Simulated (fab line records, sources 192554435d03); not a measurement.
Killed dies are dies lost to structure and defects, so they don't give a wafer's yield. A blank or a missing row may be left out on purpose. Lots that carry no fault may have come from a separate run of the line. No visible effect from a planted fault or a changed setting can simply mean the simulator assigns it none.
Chamber matching ; flow n5 finfet ; 4 sister chambers for N5_FIN_SAQP_DESCUM_21 on rie diel-03
The step chemistry O2, time 7.9 s. 8 wafers are shown with their chamber, then 7 later ones without.

## EACH WAFER AND ITS CHAMBER
wafer;chamber;drypump motor current A (A);oes product au (a.u.)
L084.5;0;5.2;0.74
L085.2;1;5.8;0.67
L085.3;3;5.8;0.83
L087.3;2;5.8;0.71
L087.4;0;5.2;0.73
L087.5;1;5.9;0.67
L089.1;2;5.8;0.71
L089.3;3;5.8;0.81

## WAFERS WITHOUT THEIR CHAMBER
wafer;drypump motor current A (A);oes product au (a.u.)
L089.5;5.8;0.71
L091.1;5.9;0.99
L091.4;5.8;0.82
L091.5;5.2;0.72
L093.2;5.8;0.81
L093.3;5.9;0.96
L093.6;5.8;0.81

## WHICH CHAMBER EACH ONE RAN IN
wafer;from the rows above;in truth
L089.5;2;2
L091.1;3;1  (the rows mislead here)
L091.4;3;3
L091.5;0;0
L093.2;3;3
L093.3;3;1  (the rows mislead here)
L093.6;3;3
5 of 7 placed correctly. Can't be placed from these rows: 0. 2 placed wrongly.
How it was worked out, from the rows above alone: a wafer's distance from a chamber is the root of the sum, over the readings, of the square of ((its reading less the chamber's mean) divided by the reading's scatter). The wafer belongs to the nearest chamber; if the next one is less than 2 further off, it can't be placed. For every chamber, the mean is computed from those of its wafers that are shown. The scatter is the square root of a quotient: the sum, over the shown wafers, of each reading's squared deviation from its chamber's mean, divided by wafers minus chambers.
